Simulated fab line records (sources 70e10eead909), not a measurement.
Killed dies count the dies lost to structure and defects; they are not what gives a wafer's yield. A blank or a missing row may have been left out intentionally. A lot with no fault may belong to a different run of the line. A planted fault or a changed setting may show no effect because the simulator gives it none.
Chamber matching | flow nand harc | NHARC_A_CHANNEL_HOLE_D2_ETCH_44 on rie diel-03: 4 sister chambers
The step etches the open film in CF4/O2, target depth 140 nm, overetch 14 nm, time 77 s. 16 wafers are shown with their chamber, then 8 later ones without.

## WAFERS, EACH WITH ITS CHAMBER
wafer  | chamber | showerhead plenum p Torr (Torr) | rf vpp V (V) | oes product au (a.u.)
L532.2 | 3       | 1.41                            | 198.3        | 0.987
L532.3 | 2       | 1.36                            | 197.5        | 0.993
L532.4 | 0       | 1.26                            | 196.0        | 0.974
L533.1 | 0       | 1.26                            | 196.6        | 0.982
L533.2 | 1       | 1.28                            | 196.9        | 0.984
L533.4 | 3       | 1.41                            | 200.4        | 0.992
L536.1 | 2       | 1.36                            | 198.8        | 1.005
L536.3 | 1       | 1.28                            | 198.1        | 0.995
L536.6 | 0       | 1.25                            | 196.1        | 0.971
L542.1 | 1       | 1.27                            | 196.5        | 0.998
L542.3 | 2       | 1.36                            | 198.2        | 1.015
L542.4 | 0       | 1.26                            | 196.3        | 0.980
L548.4 | 3       | 1.41                            | 199.8        | 1.004
L548.5 | 2       | 1.36                            | 198.6        | 1.000
L548.6 | 3       | 1.41                            | 199.2        | 0.999
L551.3 | 3       | 1.40                            | 199.1        | 0.985

SIGNATURES (averages over the wafers above)
reading                  | chamber 0 | chamber 1 | chamber 2 | chamber 3 | scatter within a chamber
showerhead plenum p Torr | 1.2575    | 1.2767    | 1.3600    | 1.4080    | 0.0043
rf vpp V                 | 196.250   | 197.167   | 198.275   | 199.360   | 0.65
oes product au           | 0.97675   | 0.99233   | 1.00325   | 0.99340   | 0.00765
Rule: distance of a wafer from a chamber = root of the sum over the readings of ((wafer's reading minus chamber's mean) / reading's scatter) squared. If the next closest chamber is less than 2 further off than the closest, the wafer can't be placed; otherwise it belongs to the closest. How the scatter is found: for the shown wafers, subtract from each reading the mean of its chamber, square and add these, divide the total by (wafers less chambers), then take the root.

## WAFERS MISSING THEIR CHAMBER
wafer  | showerhead plenum p Torr (Torr) | rf vpp V (V) | oes product au (a.u.)
L551.5 | 1.27                            | 196.8        | 0.991
L551.6 | 1.25                            | 195.2        | 0.989
L555.2 | 1.40                            | 199.7        | 0.996
L555.3 | 1.27                            | 196.6        | 0.994
L555.4 | 1.25                            | 196.3        | 0.988
L553.1 | 1.25                            | 196.0        | 0.989
L553.3 | 1.36                            | 197.4        | 1.010
L553.5 | 1.27                            | 195.2        | 0.989

## EACH ONE'S CHAMBER
wafer  | from the rows above     | in truth
L551.5 | can't be placed: 1 or 0 | 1
L551.6 | 0                       | 0
L555.2 | 3                       | 3
L555.3 | can't be placed: 1 or 0 | 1
L555.4 | 0                       | 0
L553.1 | 0                       | 0
L553.3 | 2                       | 2
L553.5 | can't be placed: 1 or 0 | 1
5 of 8 placed correctly. Not placeable from these rows: 3 (in 3, the candidates include the true chamber). Placed wrongly: 0.
